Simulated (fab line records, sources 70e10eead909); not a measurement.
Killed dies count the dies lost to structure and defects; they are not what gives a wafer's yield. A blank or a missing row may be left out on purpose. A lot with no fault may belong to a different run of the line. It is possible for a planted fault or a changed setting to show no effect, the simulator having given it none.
Which tool did it? | flow nandHarc | 24 lots, 72 wafers sampled, at 6 steps of a route of 1159

WHAT EACH GAUGE READ, for each wafer
NHARC_A_M0_CD_MEAS_09 targets a cd of 80 nm. Usual: 79.4 nm for cdNm, sd 0.77.
lot  | measured     | on       | cdNm (nm)      | flag
L074 | day 17 16:45 | cdSem-03 | 79.0 80.1 79.1 | 
L075 | day 17 21:53 | cdSem-02 | 78.0 79.3 80.2 | 
L077 | day 17 22:28 | cdSem-01 | 80.8 80.6 78.6 | 
L076 | day 18 01:50 | cdSem-02 | 79.1 79.9 79.3 | 
L079 | day 18 03:37 | cdSem-02 | 80.2 79.3 80.1 | 
L078 | day 18 09:57 | cdSem-02 | 79.8 80.0 79.3 | 
L080 | day 18 21:10 | cdSem-03 | 81.0 80.2 80.0 | 
L082 | day 19 16:23 | cdSem-03 | 79.9 80.1 79.8 | 
L081 | day 19 16:49 | cdSem-01 | 80.2 79.4 79.9 | 
L083 | day 20 02:30 | cdSem-02 | 79.9 79.3 79.4 | 
L084 | day 20 06:26 | cdSem-02 | 78.2 78.5 78.8 | 
L085 | day 20 09:27 | cdSem-02 | 79.7 78.4 78.8 | 
L087 | day 20 21:53 | cdSem-03 | 79.8 80.5 79.8 | 
L086 | day 21 02:52 | cdSem-02 | 78.4 79.8 79.8 | 
L089 | day 21 22:25 | cdSem-03 | 79.7 80.1 79.3 | 
L088 | day 21 22:43 | cdSem-02 | 78.3 79.7 78.9 | 
L091 | day 22 12:13 | cdSem-02 | 78.0 79.9 79.0 | 
L090 | day 22 12:52 | cdSem-03 | 79.7 79.8 79.5 | 
L092 | day 22 17:54 | cdSem-02 | 78.8 79.1 79.6 | 
L094 | day 22 22:02 | cdSem-01 | 79.0 78.7 79.2 | 
L095 | day 23 00:19 | cdSem-02 | 80.6 81.0 79.1 | 
L096 | day 23 01:26 | cdSem-02 | 80.0 79.7 79.3 | 
L093 | day 23 10:56 | cdSem-02 | 79.6 77.7 78.5 | 
L097 | day 23 11:40 | cdSem-03 | 79.1 79.6 80.8 | 

NHARC_A_M0_INSPECT_11. Usual: 35 for rawDefectCount, sd 17.
lot  | measured     | on               | rawDefectCount | flag
L074 | day 17 16:52 | defectInspect-02 | 35 32 21       | 
L075 | day 17 22:01 | defectInspect-01 | 29 30 31       | 
L077 | day 17 22:35 | defectInspect-02 | 17 18 25       | 
L076 | day 18 01:58 | defectInspect-02 | 22 28 25       | 
L079 | day 18 03:44 | defectInspect-02 | 18 15 20       | 
L078 | day 18 10:04 | defectInspect-01 | 12 12 12       | 
L080 | day 18 21:17 | defectInspect-02 | 26 27 23       | 
L082 | day 19 16:31 | defectInspect-01 | 25 26 33       | 
L081 | day 19 16:56 | defectInspect-02 | 36 43 40       | 
L083 | day 20 02:37 | defectInspect-01 | 15 12 20       | 
L084 | day 20 06:33 | defectInspect-01 | 52 40 48       | 
L085 | day 20 09:34 | defectInspect-02 | 34 29 19       | 
L087 | day 20 22:01 | defectInspect-01 | 35 28 35       | 
L086 | day 21 02:59 | defectInspect-01 | 45 63 41       | 
L089 | day 21 22:34 | defectInspect-02 | 12 13 14       | 
L088 | day 21 22:51 | defectInspect-01 | 46 30 48       | 
L091 | day 22 12:20 | defectInspect-01 | 51 42 58       | 
L090 | day 22 13:00 | defectInspect-02 | 57 53 58       | 
L092 | day 22 18:01 | defectInspect-02 | 7 11 11        | 
L094 | day 22 22:10 | defectInspect-01 | 59 50 67       | 
L095 | day 23 00:26 | defectInspect-02 | 62 67 59       | 
L096 | day 23 01:34 | defectInspect-01 | 41 42 36       | 
L093 | day 23 11:04 | defectInspect-02 | 39 36 33       | 
L097 | day 23 11:48 | defectInspect-02 | 40 53 39       | 

NHARC_A_M0_CD_MEAS_16. Usual: 79.6 nm for cdNm, sd 0.97.
lot  | measured     | on       | cdNm (nm)      | flag
L074 | day 17 17:14 | cdSem-03 | 79.9 80.5 80.6 | 
L075 | day 17 22:23 | cdSem-03 | 78.6 79.7 80.3 | 
L077 | day 17 22:58 | cdSem-01 | 81.7 80.7 79.5 | 
L076 | day 18 02:19 | cdSem-03 | 80.0 79.9 80.9 | 
L079 | day 18 04:08 | cdSem-01 | 80.3 79.9 80.1 | 
L078 | day 18 10:26 | cdSem-01 | 80.6 80.8 79.2 | 
L080 | day 18 21:39 | cdSem-01 | 79.6 80.6 80.9 | 
L082 | day 19 16:52 | cdSem-03 | 80.0 79.8 78.8 | 
L081 | day 19 17:18 | cdSem-01 | 80.0 79.3 79.8 | 
L083 | day 20 02:59 | cdSem-01 | 79.8 78.7 78.6 | 
L084 | day 20 06:55 | cdSem-01 | 78.3 78.8 79.5 | 
L085 | day 20 09:59 | cdSem-01 | 80.4 79.4 78.9 | 
L087 | day 20 22:23 | cdSem-01 | 80.0 82.1 79.6 | 
L086 | day 21 03:21 | cdSem-03 | 78.9 80.0 80.0 | 
L089 | day 21 22:55 | cdSem-02 | 79.9 78.8 78.3 | 
L088 | day 21 23:15 | cdSem-01 | 77.8 80.4 79.8 | 
L091 | day 22 12:42 | cdSem-03 | 78.4 79.9 80.0 | 
L090 | day 22 13:22 | cdSem-01 | 80.6 79.2 79.0 | 
L092 | day 22 18:23 | cdSem-03 | 78.8 80.1 79.8 | 
L094 | day 22 22:34 | cdSem-03 | 80.6 78.0 80.1 | 
L095 | day 23 00:48 | cdSem-03 | 80.2 79.7 78.4 | 
L096 | day 23 01:55 | cdSem-01 | 79.7 81.3 79.3 | 
L093 | day 23 11:25 | cdSem-03 | 78.9 78.1 79.1 | 
L097 | day 23 12:12 | cdSem-02 | 80.5 80.8 81.2 | 

NHARC_A_BONDPAD_THK_MEAS_30: measures by ellipsometry. Usual: 200.9 nm for thkNm, sd 1.7.
lot  | measured     | on           | thkNm (nm)        | flag
L074 | day 18 02:53 | filmMetro-02 | 201.9 204.5 201.6 | 
L075 | day 18 06:34 | filmMetro-01 | 201.1 203.7 200.3 | 
L077 | day 18 06:56 | filmMetro-01 | 202.9 201.7 203.6 | 
L076 | day 18 10:04 | filmMetro-02 | 202.7 199.8 201.6 | 
L079 | day 18 12:20 | filmMetro-01 | 200.7 200.2 200.8 | 
L078 | day 18 18:20 | filmMetro-01 | 200.3 201.1 203.2 | 
L080 | day 19 05:33 | filmMetro-02 | 202.0 204.2 202.1 | 
L082 | day 20 00:59 | filmMetro-02 | 200.2 198.8 199.3 | 
L081 | day 20 01:17 | filmMetro-02 | 203.0 202.8 199.0 | 
L083 | day 20 11:14 | filmMetro-02 | 201.2 198.6 200.3 | 
L084 | day 20 14:53 | filmMetro-02 | 199.4 200.4 199.5 | 
L085 | day 20 17:55 | filmMetro-01 | 200.7 197.8 202.1 | 
L087 | day 21 06:32 | filmMetro-01 | 202.3 201.3 201.8 | 
L086 | day 21 11:16 | filmMetro-01 | 200.0 201.1 199.5 | 
L089 | day 22 07:02 | filmMetro-01 | 199.2 198.0 201.1 | 
L088 | day 22 07:12 | filmMetro-01 | 201.5 203.0 201.6 | 
L091 | day 22 20:38 | filmMetro-02 | 197.9 205.1 201.6 | 
L090 | day 22 21:22 | filmMetro-02 | 203.6 202.0 202.4 | 
L092 | day 23 02:46 | filmMetro-01 | 202.6 200.2 201.8 | 
L094 | day 23 07:08 | filmMetro-02 | 199.7 202.9 200.3 | 
L095 | day 23 09:43 | filmMetro-02 | 204.1 201.6 200.1 | 
L096 | day 23 10:22 | filmMetro-01 | 202.4 200.3 200.9 | 
L093 | day 23 19:03 | filmMetro-02 | 200.1 200.8 199.1 | 
L097 | day 23 20:25 | filmMetro-02 | 199.6 201.4 198.3 | 

TOOL THAT RAN EACH LOT (tool first, then ch and the chambers of the sampled wafers, then the start)
lot  | NHARC_A_M0_ETCH_15                           | NHARC_A_M0_PRE_CLEAN_31
L074 | rieDiel-10 ch 0,1,3, day 17 17:14 or earlier | pecvd-01 ch 0,2, day 17 21:16
L075 | rieDiel-10 ch 1,2,3, day 17 22:23 or earlier | pecvd-03 ch 0,1, day 18 00:37
L077 | rieDiel-12 ch 0,1,3, day 17 22:58 or earlier | pecvd-04 ch 1,2, day 18 01:23
L076 | rieDiel-12 ch 0,2, day 18 02:19 or earlier   | pecvd-01 ch 0,1, day 18 04:34
L079 | rieDiel-06 ch 2,3, day 18 04:08 or earlier   | pecvd-01 ch 1,2, day 18 06:26
L078 | rieDiel-10 ch 0,1, day 18 10:26 or earlier   | pecvd-03 ch 1,2, day 18 12:41
L080 | rieDiel-12 ch 0,1,2, day 18 21:39 or earlier | pecvd-03 ch 0,1, day 18 23:56
L082 | rieDiel-06 ch 0,2,3, day 19 16:52 or earlier | pecvd-01 ch 0,1, day 19 19:22
L081 | rieDiel-06 ch 0,3, day 19 17:18 or earlier   | pecvd-03 ch 0,2, day 19 19:41
L083 | rieDiel-12 ch 1,3, day 20 02:59 or earlier   | pecvd-03 ch 0,2, day 20 05:18
L084 | rieDiel-06 ch 1,2, day 20 06:55 or earlier   | pecvd-03 ch 0,1, day 20 09:19
L085 | rieDiel-06 ch 0,1, day 20 09:59 or earlier   | pecvd-01 ch 1,2, day 20 12:17
L087 | rieDiel-12 ch 0,2,3, day 20 22:23 or earlier | pecvd-04 ch 1,2, day 21 00:44
L086 | rieDiel-06 ch 0,2, day 21 03:21 or earlier   | pecvd-01 ch 1,2, day 21 05:38
L089 | rieDiel-06 ch 0,2,3, day 21 22:55 or earlier | pecvd-04 ch 0,2, day 22 01:10
L088 | rieDiel-10 ch 1,3, day 21 23:15 or earlier   | pecvd-03 ch 1,2, day 22 01:29
L091 | rieDiel-12 ch 0,1,2, day 22 12:42 or earlier | pecvd-04 ch 0,1, day 22 15:01
L090 | rieDiel-12 ch 1,2,3, day 22 13:22 or earlier | pecvd-03 ch 0,1, day 22 15:47
L092 | rieDiel-12 ch 0,1, day 22 18:23 or earlier   | pecvd-04 ch 0,1,2, day 22 20:52
L094 | rieDiel-10 ch 1,3, day 22 22:34 or earlier   | pecvd-01 ch 1,2, day 23 00:50
L095 | rieDiel-06 ch 2,3, day 23 00:48 or earlier   | pecvd-03 ch 1,2, day 23 03:20
L096 | rieDiel-12 ch 1,2,3, day 23 01:55 or earlier | pecvd-01 ch 1,2, day 23 04:13
L093 | rieDiel-06 ch 1,2,3, day 23 11:25 or earlier | pecvd-04 ch 0,2, day 23 13:45
L097 | rieDiel-10 ch 0,1,3, day 23 12:12 or earlier | pecvd-03 ch 0,1,2, day 23 14:29
- NHARC_A_M0_ETCH_15: etches the open film in C4F8/Ar, target depth 150 nm, overetch 15 nm, time 82.5 s.
- NHARC_A_M0_PRE_CLEAN_31: time 12 s.

AS READ BY THE TOOLS THEMSELVES (means over the sampled wafers that have a number; for cases with no such wafer, the mark the record gives instead)
NHARC_A_M0_ETCH_15. Usual: chamberPressureMTorr 25.000 mTorr, standard deviation 0.022; oesProductAu 0.956 a.u., standard deviation 0.02; rfFwdPowerW 595.8 W, standard deviation 2; rfVppV 442 V, standard deviation 3.5.
lot  | tool       | chamberPressureMTorr (mTorr) | oesProductAu (a.u.) | rfFwdPowerW (W) | rfVppV (V) | flag
L074 | rieDiel-10 | 24.995                       | 0.964               | 595.8           | 440        | 
L075 | rieDiel-10 | 24.992                       | 0.954               | 598.6           | 440        | 
L077 | rieDiel-12 | 25.007                       | 0.966               | 594.4           | 442        | 
L076 | rieDiel-12 | 24.991                       | 0.967               | 595.4           | 446        | 
L079 | rieDiel-06 | 24.997                       | 0.962               | 596.3           | 446        | 
L078 | rieDiel-10 | 24.991                       | 0.970               | 595.7           | 440        | 
L080 | rieDiel-12 | 25.027                       | 0.967               | 598.0           | 444        | 
L082 | rieDiel-06 | 25.006                       | 0.969               | 595.0           | 444        | 
L081 | rieDiel-06 | 24.983                       | 0.967               | 593.6           | 443        | 
L083 | rieDiel-12 | 25.019                       | 0.963               | 593.9           | 439        | 
L084 | rieDiel-06 | 24.995                       | 0.966               | 597.2           | 439        | 
L085 | rieDiel-06 | 25.024                       | 0.970               | 595.3           | 441        | 
L087 | rieDiel-12 | 25.003                       | 0.963               | 594.9           | 442        | 
L086 | rieDiel-06 | 24.997                       | 0.967               | 594.8           | 445        | 
L089 | rieDiel-06 | 24.995                       | 0.950               | 596.0           | 444        | 
L088 | rieDiel-10 | 25.003                       | 0.921               | 598.8           | 442        | 
L091 | rieDiel-12 | 25.016                       | 0.953               | 597.0           | 445        | 
L090 | rieDiel-12 | 25.001                       | 0.913               | 593.8           | 441        | 
L092 | rieDiel-12 | 24.997                       | 0.954               | 595.9           | 444        | 
L094 | rieDiel-10 | 25.005                       | 0.920               | 596.5           | 441        | 
L095 | rieDiel-06 | 24.996                       | 0.922               | 594.9           | 445        | 
L096 | rieDiel-12 | 24.996                       | 0.959               | 594.6           | 441        | 
L093 | rieDiel-06 | 25.009                       | 0.972               | 597.2           | 443        | 
L097 | rieDiel-10 | 25.002                       | 0.969               | 596.4           | 440        | 

NHARC_A_M0_PRE_CLEAN_31. Usual: heaterPowerOuterW 346 W, standard deviation 41; heaterPowerW 606 W, standard deviation 72; rfFwdPowerW 292.7 W, standard deviation 0.97.
lot  | tool     | heaterPowerOuterW (W) | heaterPowerW (W) | rfFwdPowerW (W) | flag
L074 | pecvd-01 | 375                   | 614              | 291.8           | 
L075 | pecvd-03 | 332                   | 621              | 293.5           | 
L077 | pecvd-04 | 334                   | 614              | 293.2           | 
L076 | pecvd-01 | 314                   | 534              | 293.0           | 
L079 | pecvd-01 | 342                   | 592              | 292.7           | 
L078 | pecvd-03 | 371                   | 597              | 291.7           | 
L080 | pecvd-03 | 384                   | 685              | 292.7           | 
L082 | pecvd-01 | 321                   | 564              | 292.6           | 
L081 | pecvd-03 | 358                   | 573              | 292.5           | 
L083 | pecvd-03 | 349                   | 595              | 291.8           | 
L084 | pecvd-03 | 366                   | 652              | 292.4           | 
L085 | pecvd-01 | 312                   | 562              | 291.7           | 
L087 | pecvd-04 | 322                   | 617              | 293.3           | 
L086 | pecvd-01 | 321                   | 561              | 291.9           | 
L089 | pecvd-04 | 325                   | 601              | 293.6           | 
L088 | pecvd-03 | 338                   | 555              | 292.6           | 
L091 | pecvd-04 | 400                   | 718              | 292.7           | 
L090 | pecvd-03 | 327                   | 613              | 293.2           | 
L092 | pecvd-04 | 345                   | 633              | 292.8           | 
L094 | pecvd-01 | 314                   | 559              | 291.9           | 
L095 | pecvd-03 | 378                   | 640              | 291.7           | 
L096 | pecvd-01 | 316                   | 566              | 293.7           | 
L093 | pecvd-04 | 366                   | 636              | 293.0           | 
L097 | pecvd-03 | 357                   | 626              | 293.2           | 

THE ANSWER, worked out from the rows above alone
Rule: lot off if the mean of its wafers having a number is beyond 3 standard deviations from the usual mean. A lot without any number at a reading at which 4 lots or more have one is off too. All remaining lots with rows at the step are treated as sound. The gauges are gone through in route order, then the tools' own readings, and for those a lot's mean is taken as printed above. At the first step where some lot is off, the reading lying furthest off is the one used; lots without a number count as furthest.
Across all readings shown, no lot is off: no conclusion can be drawn from this.

WHAT THE SIMULATOR HAD PUT IN
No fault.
